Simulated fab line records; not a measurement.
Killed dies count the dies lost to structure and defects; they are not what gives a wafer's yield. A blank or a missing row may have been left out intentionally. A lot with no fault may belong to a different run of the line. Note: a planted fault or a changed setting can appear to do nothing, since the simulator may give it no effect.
Chamber matching -- flow n5_finfet -- N5_BEOL_M11_VIA_ETCH_34 on rie_diel-02 has 4 sister chambers
The step etches SiCOH lowk in C4F6/O2, target depth 184.5 nm, time 69.2 s. 16 wafers are shown with their chamber, then 8 later ones without.

## WAFERS WITH THEIR CHAMBER
wafer,chamber,throttle_valve_pct (%),drypump_motor_current_A (A),oes_product_au (a.u.)
L074.2,1,21.15,5.6,0.70
L074.3,2,21.30,5.7,0.70
L074.6,1,21.15,5.6,0.70
L076.1,1,21.16,5.6,0.71
L076.4,0,20.55,5.8,0.82
L076.5,1,21.15,5.6,0.71
L080.1,1,21.16,5.6,0.70
L080.2,3,21.17,5.0,0.89
L080.6,2,21.32,5.6,0.70
L084.1,0,20.56,5.8,0.83
L084.4,1,21.16,5.6,0.70
L084.6,2,21.31,5.7,0.70
L085.2,1,21.18,5.6,0.69
L085.3,3,21.19,5.0,0.89
L085.6,3,21.18,5.0,0.90
L086.2,2,21.32,5.7,0.69

SIGNATURES (means of the wafers above)
reading,chamber 0,chamber 1,chamber 2,chamber 3,scatter within a chamber
throttle_valve_pct,20.5550,21.1586,21.3125,21.1800,0.01
drypump_motor_current_A,5.800,5.600,5.675,5.000,0.025
oes_product_au,0.8250,0.7014,0.6975,0.8933,0.00631
Rule: for each reading, subtract the chamber's mean from the wafer's reading, divide by that reading's scatter and square the result; add these up over the readings and take the root, which gives the wafer's distance from the chamber. The wafer belongs to the nearest chamber; if the next one is less than 2 further off, it can't be placed. The scatter: the root of (the sum of the squares of (reading less its chamber's mean) over the shown wafers, divided by (wafers less chambers)).

## WAFERS MISSING THEIR CHAMBER
wafer,throttle_valve_pct (%),drypump_motor_current_A (A),oes_product_au (a.u.)
L086.3,21.17,5.6,0.70
L086.4,21.18,5.0,0.90
L088.2,21.20,5.6,0.69
L088.5,21.17,5.6,0.69
L088.6,21.33,5.7,0.68
L095.1,21.21,5.6,0.67
L095.4,20.61,5.8,0.78
L095.5,21.21,5.6,0.68

## WHICH CHAMBER EACH ONE RAN IN
wafer,from the rows above,in truth
L086.3,1,1
L086.4,3,3
L088.2,1,1
L088.5,1,1
L088.6,2,2
L095.1,1,1
L095.4,0,0
L095.5,1,1
Correctly placed: 8 of 8. Can't be placed from these rows: 0. Wrongly placed: 0.
